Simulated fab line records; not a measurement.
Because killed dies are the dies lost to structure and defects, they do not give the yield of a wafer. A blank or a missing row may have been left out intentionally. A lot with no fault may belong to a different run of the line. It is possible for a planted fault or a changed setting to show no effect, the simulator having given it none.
fab line records    flow n5Finfet
record lots=12  wafers=35  lastDay=19
route steps=1938 shown MOL_CONTACT_COAG@543 PASSIVATION@1936
lots that met no fault: taken from a fault-free run of the same line
startH: hours from the record's opening day to when the first of the lot's shown wafers began    waitH: time in hours since the lot's previous step    " identical to the entry in the row above    L1.1+2: one row covering several wafers at once    - value missing, or start not given    * or withheld: withheld    < > ~ a bound
route shown NAME@n: a module of which the file shows steps, and the number in the route of the first    usual: mean/standard deviation of fault-free wafers    same: alike in all rows    chamber/n: place in a boat    sites: the reading at each site    _std_site: the values' standard deviation    _edge_site: the outer-site mean with the inner-site mean subtracted    radiusMm: for every site, how far away it sits from the centre of the wafer    mask NAME#n: copy n    behind: the tool/chamber that last shaped the wafer    hold: reason for holding the lot/hours on hold/outcome of the hold    device: the n, p or np transistor that did not switch    end of line: tests of these same wafers at the route's end    where a step has no rows: the recipe by itself    killed: the dies lost at the first sort to structure and to defects; this is not the yield of the wafer    map: the dies of a wafer, with x for killed, . for not killed, _ for no die there
set.NAME: the setting the step ran with; set.NAME@STEP: the setting that earlier step ran with    model.NAME: the simulator's own value behind a step, which no gauge read
a sample of lots followed through the steps of the route, with each step as a table and each wafer as a row
services: a tool's chamber out of use, with start hour (startH, from the record's first day; less than 0 if before it), hours out, and reason
## steps
# step N5_MOL_CONTACT_COAG_TI_SIL_19
# recipe material=Ti  targetThkA=42  tempC=200  chamberPressurePa=5  powerW=5000  timeS=15
# usual throttleValvePct=29.3/1.1
lot.wafer  tool           chamber  startH  waitH  throttleValvePct
L752.1     pvdSputter-02  -        87.25   0.3    30.8
L752.2     "              -        "       "      30.5
L752.6     "              -        "       "      30.5
L753.2     pvdSputter-01  -        100.72  0.2    28.8
L753.3     "              -        "       "      30.2
L753.5     "              -        "       "      29.8
L754.3     pvdSputter-03  -        104.71  0.1    30.2
L754.4     "              -        "       "      29.0
L754.5     "              -        "       "      29.8
L755.2     pvdSputter-02  -        108.06  0.2    30.4
L755.3     "              -        "       "      30.7
L755.5     "              -        "       "      26.7
L757.1     pvdSputter-02  -        118.22  0.3    28.5
L757.3     "              -        "       "      30.6
L757.4     "              -        "       "      30.5
L759.4     pvdSputter-03  -        140.26  0.2    29.5
L759.5     "              -        "       "      29.0
L759.6     "              -        "       "      29.6
L762.4     pvdSputter-03  -        150.89  0.3    30.0
L762.6     "              -        "       "      29.5
L766.1     pvdSputter-02  -        175.40  1.5    28.5
L766.3     "              -        "       "      30.3
L766.5     "              -        "       "      28.4
L767.2     pvdSputter-03  -        182.69  0.2    30.1
L767.4     "              -        "       "      28.7
L767.5     "              -        "       "      30.0
L770.1     pvdSputter-01  -        195.34  0.2    30.3
L770.2     "              -        "       "      28.8
L770.3     "              -        "       "      30.0
L774.2     pvdSputter-01  -        222.38  0.1    28.3
L774.3     "              -        "       "      30.1
L774.5     "              -        "       "      28.6
L775.2     pvdSputter-01  -        226.27  0.2    30.1
L775.4     "              -        "       "      30.4
L775.6     "              -        "       "      29.1
# step N5_MOL_CONTACT_COAG_SIL_ANNEAL_21
# recipe tempC=550  timeS=60  ambient=N2
# usual lampPowerPct=6.5/0.39  lamp_zone_5_pct=6.5/0.39  lamp_zone_6_pct=6.5/0.38  wafer_temp_C_max=552.4/0.73
lot.wafer  tool          chamber  startH  waitH  lampPowerPct  lamp_zone_5_pct  lamp_zone_6_pct  wafer_temp_C_max
L752.1     rtpAnneal-02  0        87.75   0.2    7.1           7.1              7.0              553.7
L752.2     "             0        "       "      7.1           7.1              7.0              552.7
L752.6     "             0        "       "      7.1           7.1              7.0              553.5
L753.2     rtpAnneal-01  0        101.26  0.2    6.3           6.3              6.2              551.4
L753.3     "             0        "       "      6.2           6.3              6.2              552.4
L753.5     "             0        "       "      6.3           6.3              6.2              552.5
L754.3     rtpAnneal-01  0        105.33  0.3    6.3           6.3              6.2              552.4
L754.4     "             0        "       "      6.3           6.3              6.2              551.8
L754.5     "             0        "       "      6.3           6.3              6.2              552.5
L755.2     rtpAnneal-01  0        108.75  0.4    6.2           6.3              6.2              552.4
L755.3     "             0        "       "      6.3           6.3              6.2              551.8
L755.5     "             0        "       "      6.3           6.3              6.2              551.9
L757.1     rtpAnneal-01  0        118.76  0.2    6.2           6.3              6.2              551.5
L757.3     "             0        "       "      6.3           6.3              6.2              551.5
L757.4     "             0        "       "      6.3           6.3              6.2              552.2
L759.4     rtpAnneal-02  0        140.84  0.1    7.1           7.1              7.0              553.0
L759.5     "             0        "       "      7.1           7.1              7.0              553.1
L759.6     "             0        "       "      7.1           7.1              7.0              553.6
L762.4     rtpAnneal-01  0        151.48  0.3    6.2           6.3              6.2              552.0
L762.6     "             0        "       "      6.2           6.3              6.2              552.9
L766.1     rtpAnneal-01  0        175.90  0.2    6.3           6.3              6.2              551.8
L766.3     "             0        "       "      6.3           6.3              6.2              551.8
L766.5     "             0        "       "      6.2           6.3              6.2              552.1
L767.2     rtpAnneal-02  0        183.23  0.2    7.1           7.1              7.0              552.9
L767.4     "             0        "       "      7.1           7.1              7.0              553.6
L767.5     "             0        "       "      7.1           7.1              7.0              552.8
L770.1     rtpAnneal-02  0        195.83  0.2    7.1           7.1              7.0              553.3
L770.2     "             0        "       "      7.1           7.1              7.0              552.0
L770.3     "             0        "       "      7.1           7.1              7.0              553.5
L774.2     rtpAnneal-02  0        222.91  0.2    7.1           7.1              7.0              553.6
L774.3     "             0        "       "      7.1           7.1              7.0              553.2
L774.5     "             0        "       "      7.1           7.1              7.0              553.2
L775.2     rtpAnneal-01  0        226.84  0.3    6.3           6.3              6.2              551.6
L775.4     "             0        "       "      6.3           6.3              6.2              551.6
L775.6     "             0        "       "      6.2           6.3              6.2              551.1
# step N5_MOL_CONTACT_COAG_SPUTTER_130
# recipe material=Co  targetThkA=475  tempC=25  chamberPressurePa=0.5  powerW=3000
# usual throttleValvePct=29.4/0.94
lot.wafer  tool           chamber  startH  waitH  throttleValvePct
L752.1     pvdSputter-01  -        93.24   0.0    30.0
L752.2     "              -        "       "      28.5
L752.6     "              -        "       "      28.8
L753.2     pvdSputter-03  -        104.11  0.0    30.1
L753.3     "              -        "       "      30.0
L753.5     "              -        "       "      29.1
L754.3     pvdSputter-01  -        109.83  0.0    30.2
L754.4     "              -        "       "      30.0
L754.5     "              -        "       "      29.9
L755.2     pvdSputter-01  -        111.49  0.0    28.3
L755.3     "              -        "       "      30.2
L755.5     "              -        "       "      28.9
L757.1     pvdSputter-01  -        127.91  0.0    28.9
L757.3     "              -        "       "      29.9
L757.4     "              -        "       "      28.3
L759.4     pvdSputter-03  -        147.38  0.0    29.2
L759.5     "              -        "       "      29.3
L759.6     "              -        "       "      29.1
L762.4     pvdSputter-02  -        156.02  0.0    26.7
L762.6     "              -        "       "      30.7
L766.1     pvdSputter-03  -        182.10  0.0    29.1
L766.3     "              -        "       "      29.8
L766.5     "              -        "       "      28.7
L767.2     pvdSputter-03  -        187.24  0.0    29.9
L767.4     "              -        "       "      28.9
L767.5     "              -        "       "      30.0
L770.1     pvdSputter-01  -        201.42  0.0    28.3
L770.2     "              -        "       "      29.8
L770.3     "              -        "       "      29.1
L774.2     pvdSputter-01  -        227.43  0.0    30.0
L774.3     "              -        "       "      28.5
L774.5     "              -        "       "      28.9
L775.2     pvdSputter-03  -        230.92  0.0    29.8
L775.4     "              -        "       "      29.1
L775.6     "              -        "       "      29.8
# step N5_MOL_CONTACT_COAG_CMP_23
# recipe stopOn=SiO2  tOverpolishS=1.5  postCmpClean=cuAlkaline  downForcePsi=2  platenRpm=50.289  padVelocityMS=1.0006  targetThkNm=0
# usual motorCurrentA=7.6/0.91  overpolishRunS=1.499/0.0096  timeToEndpointS=9.4/2.7
lot.wafer  tool    chamber  startH  waitH  motorCurrentA  overpolishRunS  timeToEndpointS
L752.2     cmp-03  2        93.42   0.0    7.3            1.523           9.2
L752.1     "       1        "       "      8.2            1.495           11.5
L752.6     "       2        "       "      8.0            1.506           6.6
L753.2     cmp-03  3        104.29  0.0    7.0            1.485           12.5
L753.3     "       0        "       "      7.7            1.506           10.6
L753.5     "       0        "       "      7.8            1.488           12.9
L754.4     cmp-03  1        110.01  0.0    8.3            1.491           12.8
L754.3     "       0        "       "      7.5            1.504           13.5
L754.5     "       2        "       "      8.0            1.497           9.0
L755.3     cmp-02  2        111.74  0.1    6.0            1.490           9.4
L755.2     "       3        "       "      9.2            1.477           11.4
L755.5     "       1        "       "      6.8            1.514           11.3
L757.1     cmp-03  3        128.09  0.0    7.0            1.501           6.5
L757.4     "       0        "       "      7.8            1.479           7.3
L757.3     "       2        "       "      7.6            1.492           3.7
L759.4     cmp-02  2        147.68  0.1    6.0            1.503           8.8
L759.5     "       3        "       "      9.4            1.495           8.0
L759.6     "       0        "       "      7.7            1.499           8.4
L762.4     cmp-03  3        156.45  0.0    7.5            1.497           9.4
L762.6     "       3        "       "      6.9            1.481           18.5
L766.3     cmp-02  0        182.34  0.1    7.6            1.495           12.7
L766.1     "       1        "       "      7.2            1.507           8.9
L766.5     "       0        "       "      7.6            1.503           12.0
L767.4     cmp-02  0        187.50  0.1    7.3            1.493           8.0
L767.2     "       1        "       "      7.1            1.493           3.2
L767.5     "       3        "       "      9.0            1.495           4.4
L770.2     cmp-02  1        201.60  0.0    7.0            1.496           6.6
L770.3     "       3        "       "      8.5            1.500           10.0
L770.1     "       0        "       "      8.3            1.484           10.3
L774.3     cmp-02  3        227.61  0.0    9.1            1.501           11.4
L774.2     "       2        "       "      6.2            1.486           11.5
L774.5     "       0        "       "      7.6            1.492           10.3
L775.4     cmp-02  3        231.10  0.0    8.8            1.502           8.0
L775.2     "       1        "       "      7.2            1.499           5.1
L775.6     "       0        "       "      7.5            1.503           9.5
# step N5_MOL_CONTACT_COAG_THK_MEAS_29
# recipe reads=SiNx_of_GATE_CUT_PECVD_57+SiNx_of_GATE_CUT_SAC_CAP_01
# usual MD_CAP_THK=17.93/0.077
lot.wafer  tool          chamber  startH  waitH  MD_CAP_THK[nm]
L752.1     filmMetro-01  -        96.94   -      17.92
L752.2     "             -        "       "      17.93
L752.6     "             -        "       "      17.94
L753.2     filmMetro-02  -        106.97  -      17.94
L753.3     "             -        "       "      18.00
L753.5     "             -        "       "      17.82
L754.3     filmMetro-01  -        112.73  -      18.01
L754.4     "             -        "       "      17.98
L754.5     "             -        "       "      17.99
L755.2     filmMetro-02  -        114.39  -      17.84
L755.3     "             -        "       "      17.92
L755.5     "             -        "       "      17.81
L757.1     filmMetro-01  -        131.22  -      18.02
L757.3     "             -        "       "      18.00
L757.4     "             -        "       "      17.98
L759.4     filmMetro-02  -        150.33  -      17.80
L759.5     "             -        "       "      17.87
L759.6     "             -        "       "      17.91
L762.4     filmMetro-01  -        159.14  -      18.05
L762.6     "             -        "       "      18.89
L766.1     filmMetro-01  -        185.02  -      17.97
L766.3     "             -        "       "      17.95
L766.5     "             -        "       "      17.96
L767.2     filmMetro-01  -        190.11  -      18.02
L767.4     "             -        "       "      18.04
L767.5     "             -        "       "      17.94
L770.1     filmMetro-01  -        204.32  -      17.76
L770.2     "             -        "       "      17.88
L770.3     "             -        "       "      17.76
L774.2     filmMetro-02  -        230.29  -      18.00
L774.3     "             -        "       "      17.97
L774.5     "             -        "       "      17.98
L775.2     filmMetro-02  -        233.79  -      18.06
L775.4     "             -        "       "      17.86
L775.6     "             -        "       "      17.95
# step N5_PASSIVATION_PROBE_49
# usual killed_at_M0_to_M3=33/11  killed_at_M4_up=15/6.2  killedAtContacts=13/6.5  killedAtFrontEnd=38/11  killedAtOther=3.4/2.6  killedDies=102/17  killedOpen=67/12  killedShort=34/7.9
# same grossDies=1180  killedAtBackSide=0
lot.wafer  tool       chamber  startH  waitH  killed_at_M0_to_M3  killed_at_M4_up  killedAtContacts  killedAtFrontEnd  killedAtOther  killedDies  killedOpen  killedShort
L766.1     prober-01  -        391.87  0.0    25                  13               8                 33                1              80          57          23
L766.3     prober-01  -        391.97  0.1    34                  12               9                 37                1              93          66          27
L766.5     prober-01  -        392.07  0.2    32                  14               7                 31                5              89          64          25
# killed by level:class
L766.1 STI_FIN_REVEAL:geometricParticle:open=10 FIN_SAQP:geometricParticle:open=7 MOL_CONTACT_COAG:geometricParticle:open=7 BEOL_M1:geometricParticle:open=5 BEOL_M2:geometricParticle:open=5 BEOL_M0_SAQP:geometricParticle:short=4 BEOL_M3:geometricParticle:open=4 ILD0:geometricParticle:short=3
L766.3 STI_FIN_REVEAL:geometricParticle:open=11 BEOL_M1:geometricParticle:open=11 MOL_CONTACT_COAG:geometricParticle:open=8 BEOL_M2:geometricParticle:open=8 BEOL_M2:geometricParticle:short=6 FIN_SAQP:geometricParticle:short=5 DUMMY_GATE:geometricParticle:open=5 BEOL_M1:geometricParticle:short=5
L766.5 BEOL_M0_SAQP:geometricParticle:open=8 BEOL_M1:geometricParticle:open=8 STARTING-WAFER:geometricParticle:open=7 MOL_CONTACT_COAG:geometricParticle:open=5 STI_FIN_REVEAL:geometricParticle:open=4 GATE_CUT:geometricParticle:short=4 BEOL_M1:geometricParticle:short=4 BEOL_M3:geometricParticle:open=4
## services
tool           chamber  startH  hours  kind
cmp-02         -        84.45   4.4    repair
cmp-03         -        93.65   5.6    pm
pvdSputter-03  -        95.98   4.5    repair
pvdSputter-03  -        120.94  3.7    repair
pvdSputter-01  -        121.58  6.0    repair
pvdSputter-01  -        130.92  7.7    repair
## key
firstSign step=N5_MOL_CONTACT_COAG_CMP_23  reading=timeToEndpointS  direction=up  sigmas=3.4  usual=*  struck=*
effect step=N5_MOL_CONTACT_COAG_THK_MEAS_29  reading=MD_CAP_THK  direction=up  sigmas=13  usual=17.93  struck=18.89
metAt N5_MOL_CONTACT_COAG_CMP_23
struckLots L762
struckWafers L762.6
testerLeftOut L762
notActingAt N5_MOL_CONTACT_COAG_TI_SIL_19,N5_MOL_CONTACT_COAG_SIL_ANNEAL_21,N5_MOL_CONTACT_COAG_SPUTTER_130
onsetBetween 128.09 156.45
fault kind=processParameterDrift  tool=cmp-03  chamber=-  onsetH=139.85  steps=N5_MOL_CONTACT_COAG_CMP_23  channel=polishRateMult  offset=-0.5  shape=step  endH=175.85  scope=struckWafersOnly
# testerLeftOut: of these lots the tester's yield and bins aren't shown, on N5 and GAA mostly nor the transistor test; their killed dies are dies lost to structure and defects alone, not to doping, threshold or leakage, so they don't give the yield
